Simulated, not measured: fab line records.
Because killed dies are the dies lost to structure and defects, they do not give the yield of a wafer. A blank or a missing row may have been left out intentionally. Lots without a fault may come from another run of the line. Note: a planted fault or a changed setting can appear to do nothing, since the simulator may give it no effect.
A lot that was struck, set against a sound lot || flow nand harc || 24 out of 1302 route steps
Sound: wafers L811.2, L811.3, L811.4. Struck: wafer L815.2 (L815.1, L815.3, from the same lot, were not struck and are left out); the cause is given at the end.
Per side, at each step with rows, come the tool, then ch with its chambers, and then its first start. Under that, the readings that differ: sound wafers || struck wafers || difference of the means || sigmas: that difference in standard deviations of wafers without a fault.
alike: a reading whose means differ by less than 2 such deviations, as well as words and numbers matching on both sides. not compared: withheld readings; readings where some wafer has no value; bounds like >300 that might hide an equal value; numbers whose values overlap and for which the record gives no deviation.
A row with sigmas, a row that says differs or no value, or rows on one side alone: a step with any of these is where the two part. When numbers do not overlap yet have no deviation, they are printed without sigmas and do not part them. A reading missing from all wafers of one side parts the sides only when that side holds two or more wafers.

NHARC_P_CONTACT_DEP_00: deposits SiO2, target thk 500 nm.
  sound on pecvd-02 ch 0,1; struck on pecvd-02 ch 1
  alike: heater power w, throttle valve pct
NHARC_P_CONTACT_CMP_01: polishes SiO2, target thk 200 nm.
  sound on cmp-01 ch 0,2,3, day 7 08:14; struck on cmp-03 ch 1, day 8 19:49
  alike: motor current A
then, 9 steps without rows for these wafers: NHARC_P_CONTACT_SRD_03; NHARC_P_CONTACT_DEHYDRATE_04 (time 120 s); NHARC_P_CONTACT_HMDS_05 (time 30 s); NHARC_P_CONTACT_COAT_33 (time 75 s); NHARC_P_CONTACT_COAT_34 (time 65 s); NHARC_P_CONTACT_COAT_06 (resist thk 90 nm); NHARC_P_CONTACT_SOFTBAKE_07 (time 55 s); NHARC_P_CONTACT_EBR_08; NHARC_P_CONTACT_EXPOSE_09 (exposes mask P CA, target cd 90 nm).
NHARC_P_CONTACT_PEB_10: peb time 65 s.
  sound on litho track-06 ch 0, day 7 08:59; struck on litho track-06 ch 0, day 8 20:34
  alike: exhaust pa
then, 1 step without rows for these wafers: NHARC_P_CONTACT_DEVELOP_11 (develop time 35 s).
NHARC_P_CONTACT_CD_MEAS_12: the cd target is 90 nm.
  sound on cd sem-01 ch 0, day 7 09:04; struck on cd sem-01 ch 0, day 8 20:39
{"reading": "cd nm (nm)", "sound": "89.4 90.2 89.6", "struck": 93.4, "difference": "+3.7", "sigmas": "+7"}
NHARC_P_CONTACT_OVL_MEAS_13:
  struck on overlay-01, day 8 20:44; sound on overlay-02, day 7 09:10
{"reading": "overlay x nm (nm)", "sound": "-1.2 -0.7 -1.0", "struck": 0.5, "difference": "+1.5", "sigmas": "+2"}
  alike: overlay y nm
NHARC_P_CONTACT_INSPECT_14:
  struck on defect inspect-01, day 8 20:47; sound on defect inspect-02, day 7 09:12
  alike: raw defect count
NHARC_P_CONTACT_DESCUM_17: chemistry O2, time 3 s.
  sound on rie diel-05 ch 0,1,3, day 7 09:16; struck on rie diel-02 ch 2, day 8 20:50
{"reading": "rf hours counter h (h)", "sound": "2.1 2.1 1.5", "struck": 3.4, "difference": "+1.5", "sigmas": ""}
{"reading": "throttle valve pct (%)", "sound": "11.310 11.325 11.313", "struck": 11.296, "difference": -0.020, "sigmas": -2}
{"reading": "model.P_CONTACT.cd nm (nm)", "sound": "89.18 88.86 89.32", "struck": 93.82, "difference": "+4.70", "sigmas": ""}
  alike: chamber pressure mTorr, drypump motor current A, oes product au, rf vpp V, showerhead plenum p Torr
NHARC_P_CONTACT_ETCH_35: etches the open film in CF4, target depth 39 nm, time 65 s.
  sound on rie diel-05 ch 0,1,3, day 7 09:20; struck on rie diel-02 ch 0, day 8 20:55
{"reading": "rf hours counter h (h)", "sound": "1.5 2.1 2.1", "struck": 3.5, "difference": "+1.6", "sigmas": ""}
  alike: chamber pressure mTorr, drypump motor current A, oes product au, rf vpp V, showerhead plenum p Torr, throttle valve pct
NHARC_P_CONTACT_ETCH_36: etches the open film in N2/H2, target depth 260 nm, time 406.25 s.
  sound on rie diel-05 ch 1,2,3; struck on rie diel-02 ch 1
{"reading": "rf hours counter h (h)", "sound": "2.2 2.2 2.3", "struck": 3.7, "difference": "+1.5", "sigmas": ""}
{"reading": "rf vpp V (V)", "sound": "430.8 429.3 430.4", "struck": 435.1, "difference": "+4.9", "sigmas": "+2"}
  alike: chamber pressure mTorr, drypump motor current A, n2 flow sccm, oes product au, showerhead plenum p Torr, throttle valve pct
NHARC_P_CONTACT_ETCH_18: etches the open film in C4F8/O2/Ar, target depth 481 nm, time 240.5 s.
  sound on rie diel-05 ch 0,1,3; struck on rie diel-02 ch 0
{"reading": "rf hours counter h (h)", "sound": "2.4 1.8 2.3", "struck": 3.7, "difference": "+1.5", "sigmas": ""}
  alike: chamber pressure mTorr, oes product au, rf vpp V
then, 1 step without rows for these wafers: NHARC_P_CONTACT_STRIP_37 (strips in C4F8/O2/Ar).
NHARC_P_CONTACT_ETCH_31: etches the open film in CH3F/O2, target depth 30 nm, time 85.7 s.
  sound on rie diel-05 ch 0,1,3; struck on rie diel-02 ch 1
{"reading": "chamber pressure mTorr (mTorr)", "sound": "24.967 24.965 24.973", "struck": 25.009, "difference": "+0.041", "sigmas": "+2"}
{"reading": "rf hours counter h (h)", "sound": "2.4 1.8 2.4", "struck": 3.9, "difference": "+1.7", "sigmas": ""}
{"reading": "model.P_CONTACT.cd nm (nm)", "sound": "89.75 90.02 89.03", "struck": 94.45, "difference": "+4.85", "sigmas": ""}
  alike: drypump motor current A, oes product au, rf vpp V, showerhead plenum p Torr, throttle valve pct
NHARC_P_CONTACT_CD_MEAS_19:
  struck on cd sem-03, day 8 21:43; sound on cd sem-03, day 7 10:08
{"reading": "cd nm (nm)", "sound": "90.0 90.3 89.2", "struck": 94.4, "difference": "+4.6", "sigmas": "+4"}
then, 1 step without rows for these wafers: NHARC_P_CONTACT_STRIP_28 (strips in O2).

## WHERE THEY PART
At NHARC_P_CONTACT_CD_MEAS_12 first; at NHARC_P_CONTACT_CD_MEAS_19 last (within this record only).

WHY: what had been put in by the simulator
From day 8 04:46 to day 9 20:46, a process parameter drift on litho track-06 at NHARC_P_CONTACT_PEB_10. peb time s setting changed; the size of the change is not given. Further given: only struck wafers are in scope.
